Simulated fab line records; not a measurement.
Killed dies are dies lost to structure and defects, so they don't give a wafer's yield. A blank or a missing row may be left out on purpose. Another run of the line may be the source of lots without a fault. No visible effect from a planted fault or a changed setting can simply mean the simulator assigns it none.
Chamber matching || flow n5Finfet || N5_FIN_SAQP_MANDREL_ETCH_22 on rieSi-02 has 4 sister chambers
The step etches a-Si in HBr/Cl2, stops on SiNx, target depth 60 nm, bt time 10 s, time 30 s. 22 wafers are shown with their chamber, then 11 later ones without.

WAFERS WITH THEIR CHAMBER
{"wafer": "L075.1", "chamber": 0, "throttleValvePct (%)": 36.1, "drypumpMotorCurrentA (A)": 5.7, "oesProductAu (a.u.)": 0.768}
{"wafer": "L075.3", "chamber": 1, "throttleValvePct (%)": 34.9, "drypumpMotorCurrentA (A)": 5.8, "oesProductAu (a.u.)": 0.749}
{"wafer": "L075.5", "chamber": 0, "throttleValvePct (%)": 36.0, "drypumpMotorCurrentA (A)": 5.7, "oesProductAu (a.u.)": 0.765}
{"wafer": "L076.1", "chamber": 0, "throttleValvePct (%)": 36.1, "drypumpMotorCurrentA (A)": 5.7, "oesProductAu (a.u.)": 0.751}
{"wafer": "L076.2", "chamber": 3, "throttleValvePct (%)": 34.9, "drypumpMotorCurrentA (A)": 5.6, "oesProductAu (a.u.)": 0.771}
{"wafer": "L076.5", "chamber": 3, "throttleValvePct (%)": 34.8, "drypumpMotorCurrentA (A)": 5.6, "oesProductAu (a.u.)": 0.782}
{"wafer": "L077.1", "chamber": 3, "throttleValvePct (%)": 34.9, "drypumpMotorCurrentA (A)": 5.7, "oesProductAu (a.u.)": 0.775}
{"wafer": "L077.2", "chamber": 0, "throttleValvePct (%)": 36.1, "drypumpMotorCurrentA (A)": 5.7, "oesProductAu (a.u.)": 0.762}
{"wafer": "L077.3", "chamber": 1, "throttleValvePct (%)": 35.0, "drypumpMotorCurrentA (A)": 5.8, "oesProductAu (a.u.)": 0.737}
{"wafer": "L078.3", "chamber": 0, "throttleValvePct (%)": 36.0, "drypumpMotorCurrentA (A)": 5.7, "oesProductAu (a.u.)": 0.769}
{"wafer": "L078.5", "chamber": 0, "throttleValvePct (%)": 36.0, "drypumpMotorCurrentA (A)": 5.7, "oesProductAu (a.u.)": 0.775}
{"wafer": "L078.6", "chamber": 1, "throttleValvePct (%)": 34.9, "drypumpMotorCurrentA (A)": 5.8, "oesProductAu (a.u.)": 0.747}
{"wafer": "L079.1", "chamber": 3, "throttleValvePct (%)": 34.9, "drypumpMotorCurrentA (A)": 5.7, "oesProductAu (a.u.)": 0.773}
{"wafer": "L079.4", "chamber": 2, "throttleValvePct (%)": 35.5, "drypumpMotorCurrentA (A)": 5.2, "oesProductAu (a.u.)": 0.769}
{"wafer": "L079.6", "chamber": 0, "throttleValvePct (%)": 36.1, "drypumpMotorCurrentA (A)": 5.6, "oesProductAu (a.u.)": 0.775}
{"wafer": "L080.2", "chamber": 1, "throttleValvePct (%)": 34.9, "drypumpMotorCurrentA (A)": 5.8, "oesProductAu (a.u.)": 0.758}
{"wafer": "L080.4", "chamber": 3, "throttleValvePct (%)": 34.9, "drypumpMotorCurrentA (A)": 5.7, "oesProductAu (a.u.)": 0.771}
{"wafer": "L080.5", "chamber": 1, "throttleValvePct (%)": 34.9, "drypumpMotorCurrentA (A)": 5.8, "oesProductAu (a.u.)": 0.748}
{"wafer": "L081.1", "chamber": 1, "throttleValvePct (%)": 35.0, "drypumpMotorCurrentA (A)": 5.8, "oesProductAu (a.u.)": 0.754}
{"wafer": "L081.2", "chamber": 0, "throttleValvePct (%)": 36.0, "drypumpMotorCurrentA (A)": 5.7, "oesProductAu (a.u.)": 0.770}
{"wafer": "L081.3", "chamber": 2, "throttleValvePct (%)": 35.5, "drypumpMotorCurrentA (A)": 5.2, "oesProductAu (a.u.)": 0.764}
{"wafer": "L082.1", "chamber": 3, "throttleValvePct (%)": 34.9, "drypumpMotorCurrentA (A)": 5.6, "oesProductAu (a.u.)": 0.765}

SIGNATURES (averages over the wafers above)
{"reading": "throttleValvePct", "chamber 0": 36.050, "chamber 1": 34.933, "chamber 2": 35.500, "chamber 3": 34.883, "scatter within a chamber": 0.0481}
{"reading": "drypumpMotorCurrentA", "chamber 0": 5.688, "chamber 1": 5.800, "chamber 2": 5.200, "chamber 3": 5.650, "scatter within a chamber": 0.0363}
{"reading": "oesProductAu", "chamber 0": 0.76687, "chamber 1": 0.74883, "chamber 2": 0.76650, "chamber 3": 0.77283, "scatter within a chamber": 0.00688}
Rule: for each reading, subtract the chamber's mean from the wafer's reading, divide by that reading's scatter and square the result; add these up over the readings and take the root, which gives the wafer's distance from the chamber. If the next closest chamber is less than 2 further off than the closest, the wafer can't be placed; otherwise it belongs to the closest. How the scatter is found: for the shown wafers, subtract from each reading the mean of its chamber, square and add these, divide the total by (wafers less chambers), then take the root.

WAFERS MISSING THEIR CHAMBER
{"wafer": "L082.3", "throttleValvePct (%)": 35.5, "drypumpMotorCurrentA (A)": 5.2, "oesProductAu (a.u.)": 0.759}
{"wafer": "L082.6", "throttleValvePct (%)": 34.9, "drypumpMotorCurrentA (A)": 5.8, "oesProductAu (a.u.)": 0.753}
{"wafer": "L083.2", "throttleValvePct (%)": 34.9, "drypumpMotorCurrentA (A)": 5.8, "oesProductAu (a.u.)": 0.753}
{"wafer": "L083.5", "throttleValvePct (%)": 36.0, "drypumpMotorCurrentA (A)": 5.7, "oesProductAu (a.u.)": 0.763}
{"wafer": "L083.6", "throttleValvePct (%)": 34.9, "drypumpMotorCurrentA (A)": 5.8, "oesProductAu (a.u.)": 0.745}
{"wafer": "L087.2", "throttleValvePct (%)": 35.0, "drypumpMotorCurrentA (A)": 5.8, "oesProductAu (a.u.)": 0.737}
{"wafer": "L087.3", "throttleValvePct (%)": 34.9, "drypumpMotorCurrentA (A)": 5.7, "oesProductAu (a.u.)": 0.766}
{"wafer": "L087.4", "throttleValvePct (%)": 36.0, "drypumpMotorCurrentA (A)": 5.7, "oesProductAu (a.u.)": 0.779}
{"wafer": "L091.2", "throttleValvePct (%)": 34.9, "drypumpMotorCurrentA (A)": 5.6, "oesProductAu (a.u.)": 0.768}
{"wafer": "L091.4", "throttleValvePct (%)": 35.5, "drypumpMotorCurrentA (A)": 5.2, "oesProductAu (a.u.)": 0.763}
{"wafer": "L091.5", "throttleValvePct (%)": 36.1, "drypumpMotorCurrentA (A)": 5.7, "oesProductAu (a.u.)": 0.777}

THE CHAMBER EACH PASSED THROUGH
{"wafer": "L082.3", "from the rows above": 2, "in truth": 2}
{"wafer": "L082.6", "from the rows above": 1, "in truth": 1}
{"wafer": "L083.2", "from the rows above": 1, "in truth": 1}
{"wafer": "L083.5", "from the rows above": 0, "in truth": 0}
{"wafer": "L083.6", "from the rows above": 1, "in truth": 1}
{"wafer": "L087.2", "from the rows above": 1, "in truth": 1}
{"wafer": "L087.3", "from the rows above": 3, "in truth": 3}
{"wafer": "L087.4", "from the rows above": 0, "in truth": 0}
{"wafer": "L091.2", "from the rows above": 3, "in truth": 3}
{"wafer": "L091.4", "from the rows above": 2, "in truth": 2}
{"wafer": "L091.5", "from the rows above": 0, "in truth": 0}
Correct placement for 11 of the 11. Left unplaced by these rows: 0. Placed wrongly: 0.
